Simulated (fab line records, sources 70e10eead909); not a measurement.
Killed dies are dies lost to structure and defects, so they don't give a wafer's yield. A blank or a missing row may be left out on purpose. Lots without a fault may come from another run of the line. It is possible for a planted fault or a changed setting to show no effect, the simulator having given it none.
Problem report in the 8D (eight disciplines) form, filled by code -- flow nandHarc -- the parts of the form that need people (team, actions taken, sign-off) are left out

1. THE ISSUE
Wafers without a fault read 188.46 W, standard deviation 0.14; heaterPowerTotalW at NHARC_P_GATE_SOFTBAKE_21 reads a mean of 213.92 W on 6 wafers belonging to 2 lots. That is +99 or more standard deviations from the usual mean.
The step: time 55 s.
Seen first at day 10 10:00 on lithoTrack-01, wafer L742.4. The record has a number at this step for 36 wafers belonging to 12 lots. By rule, "out" or "out of limits" means more than 4 standard deviations away from the usual mean. All remaining wafers that have a number are taken as sound.

2. WHAT IT IS, WHAT IT ISN'T
question,is,is not
which readings at this step,heaterPowerTotalW,-
which lots,"L742, L743","L729, L730, L733, L734, L737, L748, L749, L750, L751, L752"
which wafers of those lots,all that have a number,-
read on which tools,lithoTrack-01,"lithoTrack-04, lithoTrack-06"
when,from day 10 10:00,"up to then (15 sound wafers); but 15 sound wafers of L748, L749, L750, L751, L752 came after"

3. THE SUSPECTS, EACH WITH WHAT RULES IT OUT
Counting: a tool at a process step up to the reading stays a suspect if it ran every lot that is out and no sound lot after the first of them.
- lithoTrack-01 at NHARC_P_GATE_SOFTBAKE_21 (time 55 s): ruled out as a lasting fault. After its first lot that is out, L742 (day 10 10:00), sound lots L749, L751, L752 ran on it.
Left after counting: nothing in the record.

4. THE CAUSE (what the simulator had put in)
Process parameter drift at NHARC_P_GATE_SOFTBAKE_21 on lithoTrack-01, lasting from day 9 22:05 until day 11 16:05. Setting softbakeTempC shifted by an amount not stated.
Counting ruled it out, wrongly.

5. SEQUENCE OF EFFECTS, ordered by route
Each row: a reading where the mean over the struck wafers with a number is more than 3 standard deviations away from the usual. Scope: only readings with a usual standard deviation given in the record; hours: median across lots of the time from each lot's start at the first step in this table that gives one to its start at this step; sigmas: change in usual standard deviations.
hours,step,reading,usual,on struck wafers,change,sigmas
0,NHARC_P_GATE_SOFTBAKE_21,heaterPowerTotalW,188.46 W,213.92,+25.46,+99 or more
Here are the process steps it includes:
- NHARC_P_GATE_SOFTBAKE_21: time 55 s.
Later measuring or inspecting steps at which every struck wafer that the step has a row for has a number for every such reading, and none has moved that far: NHARC_P_GATE_CD_MEAS_33.

6. WHAT WOULD HAVE CAUGHT IT SOONER
In this record no reading fell out of limits until day 10 10:00, 12 hours after the fault had begun at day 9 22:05.
